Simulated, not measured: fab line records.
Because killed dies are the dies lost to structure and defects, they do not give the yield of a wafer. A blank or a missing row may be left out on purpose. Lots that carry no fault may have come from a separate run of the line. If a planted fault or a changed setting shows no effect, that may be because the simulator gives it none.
Problem report, 8D (eight disciplines) form, completed by code ; flow n5Finfet ; the parts of the form that need people (team, actions taken, sign-off) are left out

== 1. THE ISSUE ==
Mean of killed_at_M0_to_M3 at N5_PASSIVATION_PROBE_49: 134 across 6 wafers in 2 lots; on wafers with no fault it is 36 (standard deviation 10). That is +9.8 standard deviations from the usual mean.
The first sign was on wafer L561.1 at day 16 05:37, on prober-01. Wafers with a number at this step in the record: 6, from 2 lots. The rule behind "out" and "out of limits": a value lying over 4 standard deviations away from the usual mean. Any other wafer with a number is counted as sound.

== 2. WHAT IT IS, WHAT IT ISN'T ==
question;is;is not
which readings at this step;killed_at_M0_to_M3;killedAtContacts, killedAtFrontEnd, killedOpen, killedShort, sort_bin_4_leakage, sort_bin_8_speed
which lots;L560, L561;-
which wafers of those lots;all that have a number;-
read on which tools;prober-01, prober-02;-
when;from day 16 05:37;up to then (0 sound wafers)

== 3. SUSPECTS, AND WHAT RULES EACH OUT ==
Counting: any tool at a process step up to the reading is kept as a suspect provided that every lot that is out went through it and no sound lot did after the first of them.
- cvdCo-01 at N5_BEOL_M3_CVD_47 (deposits Co from CCTBA/H2, target thk 3 nm, time 223.8 s): kept. It ran every lot that is out, first L561 (day 10 22:49), and no sound lot after that.
- rieDiel-01 at N5_BEOL_M15_ETCH_59 (etches BARC in N2/H2, target depth 89 nm, overetch 26.7 nm, time 67.9 s): kept. It ran every lot that is out, first L561 (day 15 06:14), and no sound lot after that.
The count leaves rieDiel-01 at N5_BEOL_M15_ETCH_59 and cvdCo-01 at N5_BEOL_M3_CVD_47.

== 4. THE CAUSE (what the simulator had put in) ==
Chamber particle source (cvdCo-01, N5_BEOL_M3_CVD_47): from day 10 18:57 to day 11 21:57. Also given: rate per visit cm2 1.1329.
Of the 2 suspects that counting leaves, this tool is one.

== 5. THE CHAIN OF EFFECTS, in route order ==
Each row: a reading where the mean over the struck wafers with a number is more than 3 standard deviations away from the usual. Only readings whose record carries a usual standard deviation are examined. hours: median over the lots of the time between each lot's start at the first step of this table that gives one and its start at this step. sigmas: the change, counted in usual standard deviations.
hours;step;reading;usual;on struck wafers;change;sigmas
0;N5_PASSIVATION_PROBE_49;defectLimitedYield;91.3 %;83.4;-7.9;-5.7
0;N5_PASSIVATION_PROBE_49;killed_at_M0_to_M3;36;134;+98;+9.8
0;N5_PASSIVATION_PROBE_49;killedDies;103;196;+93;+5.8
0;N5_PASSIVATION_PROBE_49;sort_bin_5_function;5.1 %;10.1;+5.0;+5.5
0;N5_PASSIVATION_PROBE_49;sortNPass;1077;984;-93;-5.5
0;N5_PASSIVATION_PROBE_49;sortYieldPct;91.2 %;83.4;-7.8;-5.6
Process steps it contains:
- N5_PASSIVATION_PROBE_49

== 6. HOW IT WOULD HAVE BEEN CAUGHT EARLIER ==
The fault began at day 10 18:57; the first out-of-limits reading in this record came at day 16 05:37, 131 hours later.
All the lots that are out (2) had begun N5_BEOL_M3_CVD_47 on cvdCo-01 by day 16 05:37. A hold on the tool at that time would have spared none of them.
